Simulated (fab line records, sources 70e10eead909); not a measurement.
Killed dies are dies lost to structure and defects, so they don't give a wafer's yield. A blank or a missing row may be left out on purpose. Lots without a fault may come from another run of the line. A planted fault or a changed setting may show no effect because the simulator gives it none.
fab line records | flow nand_harc
record lots=24 wafers=72 last_day=33
route steps=1302 shown P_GATE@146 P_M2@333
lots that met no fault: from a run of the same line without faults
start_h: hours from the record's first day to the start of the lot's first wafer shown | wait_h: hours since the lot's step before | " the same as in the row above | L1.1+2: a row that stands for several wafers | - no value, or no start given | * or withheld: withheld | < > ~ a bound
route shown NAME@n: a module of which the file shows steps, and the number in the route of the first | usual: mean/standard deviation of fault-free wafers | same: alike in all rows | chamber/n: place in a boat | sites: the reading at each site | _std_site: their standard deviation | _edge_site: outer sites' mean less inner sites' | radius_mm: how far each site lies from the wafer's centre | mask NAME#n: copy n | behind: the tool/chamber that last shaped the wafer | hold: why the lot was held/for how many hours/how that ended | device: the transistor (n, p or np) that didn't switch | end of line: the same wafers' tests at the end of the route | a step without rows: its recipe alone | killed: dies lost to structure and defects at the first sort, not the wafer's yield | map: a wafer's dies, x killed, . not, _ none there
set.NAME: the setting as run; set.NAME@STEP: as run at that earlier step | model.NAME: the simulator's own value behind a step, which no gauge read
steps of the route over a sample of lots; a table a step, a row a wafer
services: from which hour (start_h, from the record's first day; less than 0 if before it) a tool's chamber was out of use, for how many hours, and why
## steps
# step NHARC_P_GATE_HM_OPEN_105
# recipe target_depth_a=3600 o2_flow_sccm=400 cos_flow_sccm=20 ar_flow_sccm=0 rf_w=500 bias_w=300 chemistry=O2/COS
# usual bias_w=300.0/0.87 drypump_motor_current_A=5.7/0.43 oes_product_au=0.998/0.011 rf_vpp_V=466.6/2.5 showerhead_plenum_p_Torr=3.09/0.11 throttle_valve_pct=28.331/0.0093
# columns lot.wafer tool chamber start_h wait_h bias_w drypump_motor_current_A oes_product_au rf_hours_counter_h rf_vpp_V showerhead_plenum_p_Torr throttle_valve_pct
L074.1 rie_diel-06 1 - - 299.4 5.7 0.999 6.9 466.7 3.14 28.325
L074.6 " 0 " " 299.7 5.1 1.020 - 463.7 2.98 28.323
L074.5 " 1 " " 298.1 5.7 1.000 - 467.3 3.14 28.331
L075.2 rie_diel-06 3 - - 300.6 6.1 0.987 7.6 471.7 3.29 28.319
L075.3 " 0 " " 300.1 5.1 1.010 6.9 465.8 2.98 28.329
L075.5 " 0 " " 300.2 5.2 1.010 - 463.7 2.98 28.335
L076.4 rie_diel-02 1 - - 300.9 5.8 1.001 3.3 468.5 3.20 28.325
L076.2 " 2 " " 300.1 4.9 1.005 3.2 463.5 2.95 28.347
L076.6 " 2 " " 300.6 4.9 0.995 - 462.7 2.95 28.347
L077.1 rie_diel-06 3 - - 300.6 6.0 0.971 8.7 472.0 3.29 28.331
L077.4 " 0 " " 298.4 5.2 1.003 7.6 464.1 2.98 28.317
L077.3 " 1 " " 299.7 5.7 0.984 8.5 467.5 3.14 28.335
L078.2 rie_diel-02 1 - - 299.8 5.8 0.999 4.1 469.7 3.20 28.332
L078.1 " 2 " " 300.5 4.9 1.008 4.5 462.3 2.95 28.339
L078.5 " 1 " " 299.9 5.8 0.996 - 468.5 3.20 28.337
L079.2 rie_diel-11 1 - - 299.0 5.3 0.992 3.7 467.8 3.11 28.327
L079.1 " 0 " " 298.4 5.8 0.993 2.6 466.4 3.09 28.330
L079.5 " 1 " " 298.2 5.3 0.986 - 467.3 3.11 28.316
L081.2 rie_diel-02 3 - - 300.4 6.3 0.990 7.4 463.5 3.01 28.309
L081.4 " 0 " " 299.0 5.7 1.022 6.0 463.1 2.96 28.342
L081.6 " 3 " " 299.5 6.3 0.992 - 465.4 3.01 28.325
L080.2 rie_diel-11 3 - - 300.4 5.8 0.990 4.2 466.0 3.10 28.333
L080.3 " 0 " " 301.5 5.7 0.998 2.8 466.7 3.09 28.344
L080.5 " 3 " " 301.2 5.8 1.008 - 467.7 3.10 28.341
L082.1 rie_diel-06 2 - - 300.3 6.2 0.996 1.9 467.9 3.12 28.323
L082.2 " 0 " " 299.6 5.2 1.014 1.8 463.6 2.98 28.327
L082.5 " 3 " " 300.4 6.1 0.989 - 470.7 3.29 28.330
L083.4 rie_diel-11 2 - - 299.9 6.1 0.993 5.8 468.3 3.19 28.329
L083.2 " 0 " " 299.5 5.7 0.998 3.8 465.9 3.09 28.317
L083.6 " 1 " " 301.1 5.4 0.982 - 466.9 3.11 28.335
L084.3 rie_diel-06 2 - - 298.8 6.3 0.991 3.7 467.2 3.12 28.329
L084.4 " 3 " " 299.7 6.0 1.000 5.0 470.1 3.29 28.339
L084.5 " 2 " " 297.7 6.3 0.980 - 467.4 3.12 28.318
L085.2 rie_diel-02 0 - - 300.8 5.7 0.995 6.6 465.4 2.96 28.307
L085.4 " 3 " " 300.6 6.3 0.996 8.1 464.5 3.01 28.326
L085.6 " 1 " " 300.7 5.8 0.984 - 468.5 3.19 28.346
L086.3 rie_diel-06 3 - - 300.4 6.0 0.986 6.0 470.8 3.29 28.331
L086.5 " 0 " " 300.0 5.2 1.001 - 464.0 2.98 28.331
L086.6 " 1 " " 300.4 5.7 1.007 - 468.7 3.14 28.346
L088.1 rie_diel-02 1 - - 301.3 5.8 1.005 0.5 470.0 3.19 28.327
L088.6 " 1 " " 300.3 5.8 0.996 - 468.1 3.19 28.333
L088.5 " 2 " " 299.9 4.9 1.028 - 463.6 2.95 28.334
L087.4 rie_diel-02 0 - - 301.3 5.8 0.997 0.5 465.3 2.96 28.327
L087.3 " 1 " " 300.9 5.8 0.999 0.5 469.4 3.19 28.326
L087.2 " 2 " " 300.9 4.9 1.003 0.4 463.3 2.95 28.317
L089.3 rie_diel-02 0 - - 300.1 5.7 0.997 0.9 466.0 2.96 28.323
L089.4 " 2 " " 301.4 4.9 1.020 0.7 463.5 2.95 28.325
L089.5 " 1 " " 299.5 5.8 1.000 - 470.1 3.19 28.339
L090.2 rie_diel-02 0 - - 299.4 5.8 0.999 1.2 464.4 2.96 28.345
L090.3 " 2 " " 299.7 4.9 1.023 0.8 461.8 2.95 28.321
L090.4 " 3 " " 300.7 6.3 0.986 1.0 464.5 3.01 28.338
L091.4 rie_diel-11 2 - - 301.2 6.1 0.994 0.2 468.0 3.19 28.334
L091.2 " 1 " " 300.0 5.3 1.003 0.2 466.4 3.11 28.330
L091.6 " 3 " " 299.7 5.8 1.001 - 467.1 3.10 28.321
L092.1 rie_diel-11 0 - - 300.4 5.7 0.985 0.3 465.9 3.08 28.331
L092.3 " 1 " " 299.6 5.4 0.996 0.2 465.6 3.11 28.323
L092.6 " 2 " " 301.0 6.1 1.000 - 469.3 3.19 28.340
L093.1 rie_diel-02 2 - - 299.4 4.9 1.011 2.8 461.6 2.95 28.331
L093.4 " 0 " " 299.7 5.7 1.011 2.6 463.1 2.96 28.325
L093.2 " 1 " " 301.6 5.8 0.998 3.1 469.0 3.19 28.349
L094.2 rie_diel-06 0 - - 300.2 5.2 1.005 11.0 463.7 2.98 28.331
L094.1 " 1 " " 299.8 5.6 1.011 9.5 467.7 3.14 28.355
L094.6 " 2 " " 298.9 6.3 0.979 - 467.8 3.12 28.329
L095.3 rie_diel-02 0 - - 298.8 5.7 1.005 4.7 463.0 2.96 28.337
L095.4 " 1 " " 299.8 5.8 0.990 5.2 469.2 3.19 28.324
L095.6 " 1 " " 299.7 5.8 0.992 - 467.2 3.19 28.325
L097.4 rie_diel-06 1 - - 299.3 5.7 1.001 0.2 467.3 3.14 28.327
L097.3 " 2 " " 299.2 6.2 1.000 0.2 468.1 3.12 28.339
L097.5 " 0 " " 301.2 5.2 1.007 - 465.2 2.98 28.329
L096.4 rie_diel-11 3 - - 300.3 5.8 0.999 4.0 465.3 3.10 28.341
L096.3 " 0 " " 300.7 5.7 0.987 4.0 467.8 3.08 28.327
L096.5 " 3 " " 300.1 5.8 1.003 - 465.7 3.10 28.330
# step NHARC_P_GATE_STRIP_95
# recipe power_w=1500 temp_c=250 chemistry=O2
# usual drypump_motor_current_A=6.0/0.43 heater_power_w=341/19
# columns lot.wafer tool chamber start_h wait_h drypump_motor_current_A heater_power_w rf_hours_counter_h
L074.1 plasma_asher-01 1 112.05 0.6 5.7 363 27
L074.6 " 1 " " 5.7 369 -
L074.5 " 0 " " 5.7 349 -
L075.2 plasma_asher-01 1 122.28 0.5 5.7 362 29
L075.3 " 0 " " 5.7 356 -
L075.5 " 0 " " 5.7 345 -
L076.2 plasma_asher-02 1 137.93 0.6 5.9 326 11
L076.4 " 0 " " 6.7 333 -
L076.6 " 0 " " 6.7 336 -
L077.1 plasma_asher-01 1 139.27 0.6 5.7 372 32
L077.4 " 1 " " 5.7 363 -
L077.3 " 0 " " 5.7 349 -
L078.2 plasma_asher-01 1 157.72 0.6 5.7 369 36
L078.1 " 0 " " 5.7 343 36
L078.5 " 0 " " 5.7 367 -
L079.2 plasma_asher-02 1 165.54 0.6 5.9 341 16
L079.1 " 0 " " 6.7 333 16
L079.5 " 1 " " 5.9 336 -
L081.2 plasma_asher-02 1 181.68 0.6 5.9 329 19
L081.4 " 1 " " 5.9 330 -
L081.6 " 0 " " 6.7 333 -
L080.2 plasma_asher-02 1 184.59 0.5 5.9 325 20
L080.3 " 0 " " 6.7 327 -
L080.5 " 0 " " 6.7 331 -
L082.1 plasma_asher-01 1 191.26 0.6 5.7 386 4
L082.2 " 0 " " 5.7 325 4
L082.5 " 0 " " 5.7 320 -
L083.2 plasma_asher-01 1 206.10 0.5 5.6 371 7
L083.4 " 0 " " 5.6 317 -
L083.6 " 0 " " 5.6 323 -
L084.4 plasma_asher-02 0 210.69 0.4 6.7 326 -
L084.3 " 1 " " 5.9 340 -
L084.5 " 0 " " 6.7 335 -
L085.2 plasma_asher-01 1 221.92 0.5 5.7 367 10
L085.4 " 0 " " 5.7 331 -
L085.6 " 1 " " 5.7 373 -
L086.3 plasma_asher-02 1 231.67 0.3 5.9 339 -
L086.5 " 0 " " 6.7 332 -
L086.6 " 1 " " 5.9 335 -
L088.1 plasma_asher-01 1 257.02 0.6 5.7 380 18
L088.5 " 1 " " 5.7 374 -
L088.6 " 0 " " 5.7 325 -
L087.2 plasma_asher-01 1 257.90 0.5 5.7 364 19
L087.4 " 0 " " 5.6 325 -
L087.3 " 1 " " 5.7 372 -
L089.3 plasma_asher-01 1 265.24 0.4 5.7 371 -
L089.4 " 0 " " 5.6 316 -
L089.5 " 1 " " 5.7 380 -
L090.2 plasma_asher-02 0 276.60 0.5 6.7 325 5
L090.3 " 1 " " 5.9 344 -
L090.4 " 0 " " 6.7 331 -
L091.2 plasma_asher-02 1 291.59 0.5 5.9 333 8
L091.4 " 0 " " 6.7 325 -
L091.6 " 1 " " 5.8 341 -
L092.1 plasma_asher-01 1 292.13 0.5 5.7 368 28
L092.3 " 1 " " 5.6 368 -
L092.6 " 1 " " 5.7 367 -
L093.1 plasma_asher-01 0 304.11 0.6 5.7 323 30
L093.2 " 1 " " 5.7 381 30
L093.4 " 1 " " 5.7 367 -
L094.1 plasma_asher-02 0 315.53 0.6 6.7 330 12
L094.2 " 1 " " 5.9 330 12
L094.6 " 1 " " 5.9 341 -
L095.4 plasma_asher-02 1 321.06 0.4 5.9 329 -
L095.3 " 0 " " 6.7 325 -
L095.6 " 1 " " 5.8 338 -
L096.4 plasma_asher-02 1 340.20 0.4 5.9 342 -
L096.3 " 0 " " 6.7 330 -
L096.5 " 1 " " 5.9 337 -
L097.4 plasma_asher-02 1 346.31 0.4 5.9 338 -
L097.3 " 0 " " 6.7 316 -
L097.5 " 0 " " 6.7 314 -
# step NHARC_P_M2_ETCH_15
# recipe target_depth_a=1825 time_s=91.2 c4f8_flow_sccm=withheld ar_flow_sccm=400 rf_w=600 bias_w=300 chemistry=C4F8/Ar
# usual bias_w=300.0/0.78 oes_product_au=0.942/0.024 rf_vpp_V=440.0/1.9
# columns lot.wafer tool chamber start_h wait_h bias_w oes_product_au rf_hours_counter_h rf_vpp_V
L074.1 rie_diel-10 2 - - 299.8 0.956 2.6 441.8
L074.6 " 3 " " 300.4 0.968 - 436.7
L074.5 " 2 " " 299.2 0.951 - 439.9
L075.2 rie_diel-11 2 - - 299.2 0.919 3.7 441.7
L075.3 " 3 " " 299.3 0.914 3.5 442.1
L075.5 " 0 " " 299.1 0.915 - 442.1
L076.4 rie_diel-02 2 - - 300.0 0.938 6.5 436.7
L076.2 " 3 " " 298.5 0.911 6.8 437.5
L076.6 " 2 " " 300.6 0.927 - 437.6
L077.4 rie_diel-02 2 - - 300.0 0.930 6.6 437.8
L077.3 " 3 " " 300.5 0.911 6.8 437.9
L077.1 " 1 " " 301.1 0.921 5.3 441.9
L078.1 rie_diel-10 2 - - 299.7 0.927 4.4 441.1
L078.2 " 1 " " 299.9 0.946 4.7 442.3
L078.5 " 3 " " 298.5 0.930 - 439.0
L079.2 rie_diel-10 3 - - 298.4 0.928 5.2 438.7
L079.1 " 0 " " 301.3 0.911 4.3 440.9
L079.5 " 2 " " 299.0 0.928 - 440.8
L081.4 rie_diel-11 0 - - 300.4 0.919 5.6 440.4
L081.2 " 1 " " 300.5 0.920 6.9 440.0
L081.6 " 2 " " 299.5 0.926 - 442.5
L080.3 rie_diel-11 0 - - 299.0 0.922 5.6 441.1
L080.2 " 2 " " 299.9 0.911 7.4 442.4
L080.5 " 3 " " 299.7 0.923 - 440.4
L082.1 rie_diel-10 1 - - 300.2 0.948 6.7 441.7
L082.2 " 3 " " 300.7 0.927 6.6 437.5
L082.5 " 2 " " 301.1 0.928 - 441.8
L083.2 rie_diel-11 3 - - 300.3 0.919 8.1 439.6
L083.4 " 0 " " 300.1 0.923 7.6 439.6
L083.6 " 3 " " 301.3 0.927 - 440.3
L084.4 rie_diel-02 3 - - 300.6 0.948 0.0 437.1
L084.3 " 2 " " 299.8 0.997 0.0 438.0
L084.5 " 3 " " 299.4 0.952 - 438.6
L085.2 rie_diel-02 1 - - 300.0 0.965 0.3 441.7
L085.4 " 3 " " 298.4 0.967 0.3 436.9
L085.6 " 1 " " 299.5 0.966 - 443.9
L086.3 rie_diel-11 2 - - 299.3 0.932 10.0 441.2
L086.6 " 2 " " 300.5 0.926 - 443.3
L086.5 " 3 " " 301.2 0.914 - 440.4
L088.1 rie_diel-10 0 - - 300.8 0.960 1.2 441.3
L088.6 " 1 " " 299.2 0.982 - 442.8
L088.5 " 2 " " 298.4 0.969 - 440.5
L087.4 rie_diel-10 3 - - 300.0 0.957 1.0 437.2
L087.2 " 1 " " 299.8 0.980 1.6 440.4
L087.3 " 2 " " 299.9 0.965 1.4 440.2
L089.4 rie_diel-02 1 - - 299.6 0.933 3.0 441.8
L089.3 " 3 " " 300.4 0.923 2.2 439.8
L089.5 " 2 " " 300.9 0.936 - 436.6
L090.3 rie_diel-10 3 - - 300.3 0.963 1.6 438.2
L090.2 " 0 " " 300.3 0.961 1.8 441.7
L090.4 " 1 " " 300.2 0.966 2.0 440.6
L091.2 rie_diel-02 1 - - 298.8 0.915 5.4 442.1
L091.6 " 0 " " 300.9 0.925 - 437.3
L091.4 " 1 " " 299.4 0.920 - 442.2
L092.3 rie_diel-11 3 - - 301.2 0.910 2.0 439.6
L092.1 " 2 " " 300.1 0.916 1.8 441.4
L092.6 " 0 " " 299.8 0.911 - 441.6
L093.4 rie_diel-10 1 - - 301.0 0.971 3.2 441.7
L093.1 " 2 " " 300.0 0.972 3.0 440.4
L093.2 " 0 " " 299.2 0.991 3.0 442.8
L094.2 rie_diel-10 2 - - 300.4 0.949 3.8 441.0
L094.1 " 3 " " 300.5 0.946 3.3 436.9
L094.6 " 1 " " 298.7 0.972 - 440.6
L095.3 rie_diel-10 1 - - 300.1 0.970 4.0 439.9
L095.4 " 3 " " 299.3 0.965 3.4 438.1
L095.6 " 2 " " 300.3 0.965 - 441.6
L096.4 rie_diel-11 2 - - 300.6 0.924 6.7 441.4
L096.3 " 3 " " 300.5 0.916 6.9 439.2
L096.5 " 2 " " 300.9 0.923 - 440.6
L097.3 rie_diel-10 1 - - 300.5 0.967 5.5 439.3
L097.4 " 2 " " 299.8 0.972 5.1 441.4
L097.5 " 3 " " 299.5 0.969 - 436.6
# step NHARC_P_M2_STRIP_18
# recipe power_w=1000 n2_flow_sccm=150 h2_flow_sccm=150 ar_flow_sccm=0 bias_w=0 chemistry=N2/H2
# usual drypump_motor_current_A=5.5/0.4 oes_product_au=0.998/0.01 rf_vpp_V=90.5/0.87 showerhead_plenum_p_Torr=2.01/0.06 throttle_valve_pct=14.172/0.01
# same bias_w=0
# columns lot.wafer tool chamber start_h wait_h drypump_motor_current_A oes_product_au rf_hours_counter_h rf_vpp_V showerhead_plenum_p_Torr throttle_valve_pct
L074.1 rie_diel-10 2 131.23 0.1 5.4 1.000 2.6 91.0 2.06 14.179
L074.5 " 1 " " 5.5 1.005 - 90.3 2.03 14.176
L074.6 " 3 " " 4.9 0.998 - 91.2 1.91 14.165
L075.2 rie_diel-02 1 138.59 0.1 5.8 0.995 4.0 91.1 2.09 14.153
L075.3 " 3 " " 6.3 1.001 4.7 88.1 1.96 14.181
L075.5 " 1 " " 5.8 1.001 - 91.0 2.09 14.180
L076.4 rie_diel-10 0 154.03 0.1 5.2 0.993 2.7 90.9 2.07 14.167
L076.2 " 3 " " 4.9 0.987 3.7 90.4 1.91 14.174
L076.6 " 1 " " 5.5 1.020 - 91.2 2.03 14.180
L077.3 rie_diel-10 1 156.25 0.1 5.5 1.018 4.0 90.9 2.03 14.167
L077.4 " 2 " " 5.4 1.004 3.7 89.4 2.05 14.163
L077.1 " 3 " " 4.9 1.000 3.8 90.2 1.91 14.182
L078.2 rie_diel-10 0 174.20 0.1 5.2 0.991 3.7 92.1 2.07 14.167
L078.1 " 1 " " 5.6 1.013 4.7 90.8 2.03 14.182
L078.5 " 0 " " 5.2 0.995 - 90.9 2.07 14.192
L079.1 rie_diel-11 1 182.30 0.1 5.3 0.979 5.2 91.1 2.03 14.173
L079.2 " 2 " " 6.1 0.997 5.6 91.8 2.09 14.166
L079.5 " 1 " " 5.4 0.982 - 89.6 2.03 14.150
L081.2 rie_diel-02 3 198.39 0.1 6.3 0.995 7.8 90.1 1.96 14.161
L081.4 " 0 " " 5.8 0.994 6.3 90.4 1.92 14.175
L081.6 " 3 " " 6.3 0.995 - 90.4 1.96 14.171
L080.3 rie_diel-10 2 201.95 0.1 5.4 0.990 6.2 89.7 2.05 14.173
L080.2 " 0 " " 5.2 0.999 5.1 91.5 2.07 14.177
L080.5 " 1 " " 5.6 1.022 - 90.2 2.03 14.163
L082.1 rie_diel-02 1 207.62 0.1 5.8 0.988 6.7 92.3 2.09 14.155
L082.2 " 0 " " 5.7 1.000 6.8 91.3 1.92 14.186
L082.5 " 2 " " 4.9 1.002 - 89.9 1.92 14.181
L083.2 rie_diel-11 0 222.72 0.1 5.7 0.992 7.7 90.5 2.01 14.171
L083.4 " 1 " " 5.4 0.995 8.9 90.6 2.03 14.176
L083.6 " 3 " " 5.8 0.995 - 91.4 2.02 14.197
L084.3 rie_diel-10 2 227.20 0.1 5.4 1.005 7.5 91.7 2.05 14.180
L084.4 " 3 " " 4.9 1.008 7.4 90.5 1.91 14.191
L084.5 " 1 " " 5.5 1.029 - 88.9 2.03 14.166
L085.2 rie_diel-02 2 238.93 0.1 4.9 1.014 0.3 90.6 1.92 14.167
L085.4 " 0 " " 5.7 0.992 0.4 91.3 1.93 14.165
L085.6 " 2 " " 4.9 1.017 - 89.8 1.92 14.155
L086.3 rie_diel-11 2 248.15 0.1 6.1 0.998 10.1 91.5 2.09 14.166
L086.5 " 1 " " 5.3 0.994 - 90.5 2.03 14.173
L086.6 " 2 " " 6.1 0.992 - 91.7 2.09 14.183
L088.1 rie_diel-11 0 274.25 0.1 5.7 0.985 0.1 91.3 2.01 14.151
L088.5 " 3 " " 5.8 0.995 - 89.9 2.02 14.168
L088.6 " 0 " " 5.7 0.990 - 90.3 2.01 14.183
L087.3 rie_diel-10 2 274.65 0.1 5.4 0.999 1.4 90.1 2.05 14.179
L087.2 " 3 " " 4.9 0.987 1.0 90.1 1.91 14.176
L087.4 " 1 " " 5.5 0.991 1.6 90.9 2.03 14.175
L089.3 rie_diel-11 1 281.93 0.1 5.3 1.000 0.4 90.3 2.03 14.170
L089.4 " 2 " " 6.0 0.994 0.4 91.0 2.09 14.174
L089.5 " 1 " " 5.4 0.999 - 90.3 2.03 14.179
L090.3 rie_diel-11 2 292.98 0.1 6.1 1.008 1.0 92.4 2.09 14.165
L090.2 " 3 " " 5.8 0.992 1.1 89.0 2.02 14.168
L090.4 " 0 " " 5.7 0.989 1.2 90.4 2.01 14.182
L091.4 rie_diel-10 1 308.12 0.1 5.5 1.009 2.5 89.0 2.03 14.175
L091.2 " 0 " " 5.2 0.999 2.2 88.8 2.07 14.167
L091.6 " 2 " " 5.4 1.005 - 92.0 2.05 14.186
L092.3 rie_diel-10 2 308.81 0.1 5.4 1.006 2.6 90.4 2.05 14.183
L092.1 " 3 " " 4.9 0.978 2.2 89.3 1.91 14.166
L092.6 " 1 " " 5.5 1.007 - 90.1 2.03 14.186
L093.2 rie_diel-02 2 320.35 0.1 4.9 1.014 5.6 89.0 1.92 14.189
L093.1 " 3 " " 6.3 0.967 5.4 89.8 1.96 14.171
L093.4 " 2 " " 4.9 1.013 - 89.7 1.92 14.175
L094.2 rie_diel-11 1 332.27 0.1 5.4 0.989 2.9 90.6 2.03 14.170
L094.1 " 2 " " 6.1 0.995 4.4 91.0 2.09 14.187
L094.6 " 0 " " 5.8 0.985 - 91.3 2.01 14.169
L095.3 rie_diel-10 0 337.36 0.1 5.2 1.010 3.6 90.7 2.07 14.186
L095.4 " 2 " " 5.4 0.997 4.0 90.6 2.05 14.180
L095.6 " 0 " " 5.2 1.007 - 91.4 2.07 14.158
L096.3 rie_diel-02 1 356.67 0.1 5.8 0.998 7.2 91.3 2.09 14.168
L096.4 " 1 " " 5.8 0.992 - 89.9 2.09 14.163
L096.5 " 0 " " 5.7 0.991 - 89.3 1.92 14.193
L097.4 rie_diel-10 0 363.29 0.1 5.2 1.015 4.9 90.6 2.07 14.163
L097.3 " 1 " " 5.5 1.016 5.6 89.5 2.03 14.182
L097.5 " 0 " " 5.2 1.014 - 89.3 2.07 14.161
# step NHARC_P_M2_DEGAS_29
# recipe temp_c=250 time_s=60
# usual heater_power_w=333/18 susceptor_temp_C=249.99/0.15
# columns lot.wafer tool chamber start_h wait_h heater_power_w susceptor_temp_C
L074.1 pvd_sputter-02 - 131.91 - 359 250.22
L074.6 " - " " 318 249.95
L074.5 " - " " 360 250.40
L075.2 pvd_sputter-03 - 139.23 - 370 249.79
L075.3 " - " " 319 249.82
L075.5 " - " " 320 249.91
L076.2 pvd_sputter-01 - 154.68 - 327 249.89
L076.4 " - " " 326 250.03
L076.6 " - " " 330 250.17
L077.3 pvd_sputter-01 - 156.86 - 324 249.61
L077.4 " - " " 337 250.02
L077.1 " - " " 350 250.18
L078.1 pvd_sputter-01 - 174.81 - 341 249.99
L078.2 " - " " 324 249.94
L078.5 " - " " 327 250.18
L079.1 pvd_sputter-02 - 182.91 - 356 250.05
L079.2 " - " " 327 250.17
L079.5 " - " " 365 250.10
L081.4 pvd_sputter-03 - 199.03 - 336 249.92
L081.2 " - " " 305 249.93
L081.6 " - " " 298 249.97
L080.3 pvd_sputter-01 - 202.56 - 330 249.95
L080.2 " - " " 320 249.63
L080.5 " - " " 332 250.02
L082.2 pvd_sputter-02 - 208.26 - 323 250.13
L082.1 " - " " 359 249.91
L082.5 " - " " 320 249.96
L083.2 pvd_sputter-02 - 223.31 - 351 249.94
L083.4 " - " " 325 249.99
L083.6 " - " " 328 250.09
L084.3 pvd_sputter-02 - 227.82 - 310 249.77
L084.4 " - " " 364 249.96
L084.5 " - " " 363 250.17
L085.4 pvd_sputter-02 - 239.56 - 319 249.92
L085.2 " - " " 326 249.97
L085.6 " - " " 319 250.04
L086.3 pvd_sputter-02 - 248.78 - 321 249.85
L086.6 " - " " 322 250.04
L086.5 " - " " 356 250.16
L088.1 pvd_sputter-03 - 274.87 - 302 249.94
L088.6 " - " " 346 250.01
L088.5 " - " " 305 249.79
L087.4 pvd_sputter-01 - 275.29 - 364 250.16
L087.3 " - " " 320 249.99
L087.2 " - " " 317 249.82
L089.3 pvd_sputter-03 - 282.54 - 383 250.09
L089.4 " - " " 303 249.95
L089.5 " - " " 383 249.61
L090.4 pvd_sputter-02 - 293.62 - 344 250.32
L090.3 " - " " 327 250.11
L090.2 " - " " 344 249.84
L091.4 pvd_sputter-01 - 308.76 - 328 250.13
L091.2 " - " " 361 250.16
L091.6 " - " " 322 249.92
L092.3 pvd_sputter-02 - 309.42 - 311 250.15
L092.1 " - " " 337 249.86
L092.6 " - " " 308 250.05
L093.1 pvd_sputter-01 - 321.02 - 327 250.30
L093.4 " - " " 332 250.18
L093.2 " - " " 334 249.98
L094.2 pvd_sputter-03 - 332.86 - 330 250.07
L094.1 " - " " 335 249.86
L094.6 " - " " 302 249.98
L095.4 pvd_sputter-02 - 338.01 - 344 250.14
L095.3 " - " " 341 249.81
L095.6 " - " " 309 249.81
L096.4 pvd_sputter-02 - 357.38 - 323 249.93
L096.3 " - " " 305 250.06
L096.5 " - " " 318 250.32
L097.3 pvd_sputter-01 - 363.94 - 318 250.04
L097.4 " - " " 357 250.04
L097.5 " - " " 330 250.12
# step NHARC_P_M2_PRE_CLEAN_30
# recipe time_s=30 temp_c=280 gas=H2/He
# usual heater_power_w=408/23 susceptor_temp_C=279.99/0.17
# columns lot.wafer tool chamber start_h wait_h heater_power_w susceptor_temp_C
L074.1 pvd_sputter-02 - - - 395 280.09
L074.5 " - " " 405 280.07
L074.6 " - " " 395 280.34
L075.2 pvd_sputter-03 - - - 392 279.83
L075.3 " - " " 405 279.71
L075.5 " - " " 457 280.31
L076.4 pvd_sputter-01 - - - 389 280.03
L076.2 " - " " 392 280.23
L076.6 " - " " 422 279.56
L077.1 pvd_sputter-01 - - - 432 279.85
L077.3 " - " " 392 279.75
L077.4 " - " " 402 280.02
L078.2 pvd_sputter-01 - - - 398 280.08
L078.1 " - " " 396 280.00
L078.5 " - " " 438 280.09
L079.2 pvd_sputter-03 - 182.98 - 420 280.15
L079.1 " - " " 472 279.78
L079.5 " - " " 380 279.92
L081.4 pvd_sputter-03 - - - 480 280.14
L081.2 " - " " 365 279.89
L081.6 " - " " 463 279.94
L080.2 pvd_sputter-01 - - - 411 279.88
L080.3 " - " " 425 280.43
L080.5 " - " " 395 279.92
L082.1 pvd_sputter-02 - - - 384 280.17
L082.2 " - " " 395 280.30
L082.5 " - " " 391 280.32
L083.4 pvd_sputter-02 - - - 410 -
L083.2 " - " " 394 -
L083.6 " - " " 399 -
L084.4 pvd_sputter-02 - - - 401 280.15
L084.3 " - " " 446 279.93
L084.5 " - " " 441 279.94
L085.2 pvd_sputter-02 - - - 399 280.00
L085.4 " - " " 443 280.05
L085.6 " - " " 399 279.75
L086.3 pvd_sputter-02 - - - 404 280.23
L086.6 " - " " 448 280.11
L086.5 " - " " 403 280.16
L088.1 pvd_sputter-03 - - - 469 -
L088.6 " - " " 367 -
L088.5 " - " " 402 -
L087.3 pvd_sputter-01 - - - 405 279.87
L087.4 " - " " 393 280.20
L087.2 " - " " 443 279.85
L089.3 pvd_sputter-03 - - - 425 280.08
L089.4 " - " " 397 280.09
L089.5 " - " " 360 279.84
L090.2 pvd_sputter-02 - - - 393 280.24
L090.3 " - " " 390 280.02
L090.4 " - " " 405 280.06
L091.2 pvd_sputter-01 - - - 439 279.97
L091.4 " - " " 391 279.92
L091.6 " - " " 404 280.19
L092.1 pvd_sputter-02 - - - 385 280.08
L092.3 " - " " 415 279.89
L092.6 " - " " 426 280.08
L093.1 pvd_sputter-01 - - - 427 -
L093.4 " - " " 410 -
L093.2 " - " " 394 -
L094.1 pvd_sputter-03 - - - 367 279.94
L094.2 " - " " 403 279.97
L094.6 " - " " 371 279.95
L095.3 pvd_sputter-02 - - - 423 279.96
L095.4 " - " " 386 279.86
L095.6 " - " " 414 279.84
L096.3 pvd_sputter-02 - - - 421 280.40
L096.4 " - " " 422 280.05
L096.5 " - " " 379 280.36
L097.3 pvd_sputter-01 - - - 392 280.09
L097.4 " - " " 408 279.87
L097.5 " - " " 438 280.07
## services
# columns tool chamber start_h hours kind
plasma_asher-02 - 72.00 9.0 pm
rie_diel-11 - 78.50 9.0 pm
pvd_sputter-02 - 78.85 4.3 repair
plasma_asher-01 - 82.72 2.2 repair
rie_diel-11 - 93.64 0.7 repair
pvd_sputter-02 - 104.00 10.0 pm
pvd_sputter-01 - 114.29 1.3 repair
rie_diel-10 0 128.07 19.8 repair
rie_diel-11 0 128.77 2.5 repair
rie_diel-10 3 168.10 1.6 repair
rie_diel-02 - 172.49 22.2 repair
rie_diel-02 - 216.70 9.0 pm
rie_diel-11 - 216.81 0.2 repair
pvd_sputter-01 - 226.36 10.0 pm
rie_diel-10 - 242.50 9.0 pm
rie_diel-11 - 255.50 9.0 pm
pvd_sputter-02 - 282.00 10.0 pm
rie_diel-10 1 293.77 3.7 repair
rie_diel-02 3 295.07 3.0 repair
rie_diel-11 2 302.91 1.4 repair
rie_diel-02 2 303.98 4.1 repair
rie_diel-11 1 307.71 12.6 repair
rie_diel-02 2 340.26 21.9 repair
pvd_sputter-01 - 357.29 2.0 repair
## key
fault none
